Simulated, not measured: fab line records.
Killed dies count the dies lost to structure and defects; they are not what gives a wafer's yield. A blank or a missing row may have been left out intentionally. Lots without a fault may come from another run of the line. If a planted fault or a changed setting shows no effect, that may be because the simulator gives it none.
Comparing a struck lot with a sound one ; flow nand-harc ; 14 out of 1302 route steps
Sound: these wafers, L620.1, L620.3, L620.5. Struck: wafers L627.1, L627.6 (left out: L627.2, a lot-mate that was not struck); the cause follows at the end.
Per side, at each step with rows, come the tool, then ch with its chambers, and then its first start. Under that, the readings that differ: sound wafers ; struck wafers ; difference of the means ; sigmas: that difference in standard deviations of wafers without a fault.
alike: same words and numbers on both sides, and readings whose means sit less than 2 such deviations apart. not compared: any withheld reading, any reading some wafer has no value for, any bound like >300 that may hide the same value, and any number with overlapping values for which the record gives no deviation.
A row with sigmas, a row that says differs or no value, or rows on one side alone: a step with any of these is where the two part. When numbers do not overlap yet have no deviation, they are printed without sigmas and do not part them. A reading that every wafer of one side lacks parts them only if that side has two wafers or more.

NHARC_A_SLIT_ETCH_26: etches the open film in C4F8/O2/Ar, time 90 s, target depth 400 nm.
  sound on har-etch-02 ch 0,1, day 21 09:07; struck on har-etch-01 ch 0, day 24 08:49
  alike: drypump-motor-current-A, mfc-ar-sccm, showerhead-plenum-p-Torr, throttle-valve-pct
  not compared: rf-hours-counter-h
then, 1 step without rows for these wafers: NHARC_A_SLIT_STRIP_28 (strips in O2/COS).
NHARC_A_SLIT_ETCH_29: etches the open film in CF4/O2, target depth 100 nm, overetch 10 nm, time 55 s.
  sound on rie-diel-13 ch 0,2, day 21 09:58; struck on rie-diel-13 ch 3, day 24 09:42
  alike: cf4-flow-sccm, drypump-motor-current-A, mfc-ar-sccm, oes-product-au, rf-vpp-V, showerhead-plenum-p-Torr, throttle-valve-pct
  not compared: rf-hours-counter-h
NHARC_A_SLIT_STRIP_18: strips in O2.
  sound: rie-diel-13 ch 1,2; struck: rie-diel-13 ch 0
reading;sound;struck;difference;sigmas
drypump-motor-current-A (A);6.3 5.8 5.8;5.0 5.0;-1.0;-2
  alike: mfc-ar-sccm, oes-product-au, rf-vpp-V, showerhead-plenum-p-Torr, throttle-valve-pct
  not compared: rf-hours-counter-h
then, 2 steps without rows for these wafers: NHARC_A_SLIT_PRECLEAN_19 (cleans in SC1); NHARC_A_SLIT_SRD_20.
NHARC_A_SLIT_CD_MEAS_21:
  struck on cd-sem-01, day 24 10:14; sound on cd-sem-02, day 21 10:30
  alike: cd-nm
then, 3 steps without rows for these wafers: NHARC_A_SIN_REMOVE_WET_00 (chemistry H3PO4, time 15300 s); NHARC_A_SIN_REMOVE_PRECLEAN_01 (cleans in SC1); NHARC_A_SIN_REMOVE_SRD_02.
NHARC_A_SIN_REMOVE_INSPECT_04:
  struck on defect-inspect-02, day 24 16:50; sound on defect-inspect-01, day 21 17:02
  alike: raw-defect-count
NHARC_A_WL_FILL_ALD_00: deposits Al2O3, target thk 3 nm, pulse time 3 s, ald cycles 30.
  sound on ald-hk-01 ch 2,3, day 21 17:06; struck on ald-hk-01 ch 1,2, day 24 16:55
reading;sound;struck;difference;sigmas
ald-cycles;30 30 30;25 25;-5;
  alike: heater-power-w, precursor-pulse-height-rel
NHARC_A_WL_FILL_RTA_01: time 5 s.
  sound on rtp-anneal-02 ch 0, day 21 17:22; struck on rtp-anneal-02 ch 0, day 24 17:11
  alike: lamp-power-pct, wafer_temp_C_max
then, 1 step without rows for these wafers: NHARC_END_SORT_01.

== WHERE THEY PART ==
Only at NHARC_A_SLIT_STRIP_18, within this record. Later steps at which nothing parts them and some readings are alike: NHARC_A_SLIT_CD_MEAS_21, NHARC_A_SIN_REMOVE_INSPECT_04, NHARC_A_WL_FILL_ALD_00, NHARC_A_WL_FILL_RTA_01.

WHY: what the simulator had put in
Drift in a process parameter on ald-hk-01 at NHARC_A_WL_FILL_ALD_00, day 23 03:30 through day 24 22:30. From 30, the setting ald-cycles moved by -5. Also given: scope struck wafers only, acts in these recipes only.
